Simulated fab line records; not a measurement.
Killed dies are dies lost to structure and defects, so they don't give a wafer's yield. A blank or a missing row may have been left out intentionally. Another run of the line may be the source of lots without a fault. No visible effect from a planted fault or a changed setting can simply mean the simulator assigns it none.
8D (eight disciplines) problem report, filled in by code || flow n5-finfet || the parts of the form that need people (team, actions taken, sign-off) are left out

## 1. THE PROBLEM
N5_BEOL_M12_CMP_49, barrier-field-endpoint-s: mean 27.1 s over 1 wafer from 1 lot; wafers with no fault: 30.1 s, standard deviation 0.73. Measured from the usual mean, that is -4.1 standard deviations.
The step: polishes, stops on SiOC, t overpolish 20.6 s, target thk 320 nm.
First seen on wafer L742.3, day 16 04:48, on cmp-04. The record has a number at this step for 15 wafers belonging to 5 lots. Rule for "out", or "out of limits": more than 4 standard deviations from the usual mean. All remaining wafers that have a number are taken as sound.

## 2. WHAT THIS IS AND IS NOT
{"question": "which readings at this step", "is": "barrier-field-endpoint-s", "is not": "motor-current-A, pad-life-wafers"}
{"question": "which lots", "is": "L742", "is not": "L725, L729, L731, L734"}
{"question": "which wafers of those lots", "is": "L742.3", "is not": "L742.2, L742.4"}
{"question": "read on which tools", "is": "cmp-04", "is not": "cmp-01"}
{"question": "when", "is": "from day 16 04:48", "is not": "up to then (14 sound wafers)"}

## 3. WHAT RULES OUT EACH SUSPECT
Counting: any tool at a process step up to the reading remains a suspect provided it ran every lot that is out. Sound lots after the first of them don't rule it out here, since some wafers of a struck lot are sound.
- rie-diel-05 at N5_BEOL_M12_ETCH_38 (etches SiCN in CF4/N2, target depth 68.7 nm, time 73.4 s): kept. L742, the lot that is out, went through it at day 16 02:02; up to then, the latest sound lot through it was L729 at day 12 18:23.
- pvd-sputter-02 at N5_BEOL_M12_DEGAS_41 (time 60 s): kept. L742, the lot that is out, went through it at day 16 04:00; up to then, the latest sound lot through it was L734 at day 14 08:59.
- pvd-sputter-02 at N5_BEOL_M12_PRE_CLEAN_42 (time 30 s): kept. L742, the lot that is out, went through it at day 16 04:02; up to then, the latest sound lot through it was L734 at day 14 09:01.
- pvd-sputter-02 at N5_BEOL_M12_SPUTTER_43 (material TaN, target thk 15 nm, time 24.19 s): kept. L742, the lot that is out, went through it at day 16 04:05; up to then, the latest sound lot through it was L734 at day 14 09:04.
- pvd-sputter-02 at N5_BEOL_M12_SPUTTER_44 (material Ta, target thk 10 nm, time 16.13 s): kept. L742, the lot that is out, went through it at day 16 04:10; up to then, the latest sound lot through it was L734 at day 14 09:08.
- pvd-sputter-02 at N5_BEOL_M12_SPUTTER_45 (material Cu, target thk 80 nm, time 13.33 s): kept. L742, the lot that is out, went through it at day 16 04:14; up to then, the latest sound lot through it was L734 at day 14 09:13.
- cmp-04 at N5_BEOL_M12_CMP_49 (polishes, stops on SiOC, t overpolish 20.6 s, target thk 320 nm): kept. It ran the lot that is out, L742 (day 16 04:48). On those wafers its own readings are out: barrier-field-endpoint-s.
- In rie-diel-05 at N5_BEOL_M12_ETCH_38, the wafers that are out were processed in chamber 3 and their sound lot-mates in chambers 0, 2.
- In cmp-04 at N5_BEOL_M12_CMP_49, the wafers that are out were processed in chamber 1 and their sound lot-mates in chambers 2, 3.
Left after counting: rie-diel-05 at N5_BEOL_M12_ETCH_38, pvd-sputter-02 at N5_BEOL_M12_DEGAS_41, pvd-sputter-02 at N5_BEOL_M12_PRE_CLEAN_42, pvd-sputter-02 at N5_BEOL_M12_SPUTTER_43, pvd-sputter-02 at N5_BEOL_M12_SPUTTER_44, pvd-sputter-02 at N5_BEOL_M12_SPUTTER_45, cmp-04 at N5_BEOL_M12_CMP_49.

## 4. THE CAUSE (what the simulator had put in)
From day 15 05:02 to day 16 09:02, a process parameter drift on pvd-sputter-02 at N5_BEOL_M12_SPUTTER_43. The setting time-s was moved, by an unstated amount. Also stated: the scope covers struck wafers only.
Of the 7 suspects that counting leaves, this tool is one.

## 5. THE EFFECT CHAIN, in route order
Each row: a reading where the mean over the struck wafers with a number is more than 3 standard deviations away from the usual. Scope: only readings with a usual standard deviation given in the record; hours: median across lots of the time from each lot's start at the first step in this table that gives one to its start at this step; sigmas: change in usual standard deviations.
{"hours": 0, "step": "N5_BEOL_M12_CMP_49", "reading": "barrier-field-endpoint-s", "usual": "30.1 s", "on struck wafers": 27.1, "change": -3.0, "sigmas": -4.1}
The process steps in it:
- N5_BEOL_M12_CMP_49: polishes, stops on SiOC, t overpolish 20.6 s, target thk 320 nm.
Later steps that measure or inspect, where all struck wafers having a row at the step show a number for every such reading and not one has moved that far: N5_BEOL_M12_THK_MEAS_50.

## 6. HOW IT WOULD HAVE BEEN CAUGHT EARLIER
First out-of-limits reading in this record: day 16 04:48, which is 24 hours after fault onset at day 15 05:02.
An alarm limit of 4 standard deviations would not have fired on the tool readings at N5_BEOL_M12_SPUTTER_43 for which the record gives a usual standard deviation, since none of them was out on any struck wafer.
Each of the lots that are out, 1 in all, had begun N5_BEOL_M12_SPUTTER_43 on pvd-sputter-02 no later than day 16 04:48. Holding the tool at that point would not have protected any of them.
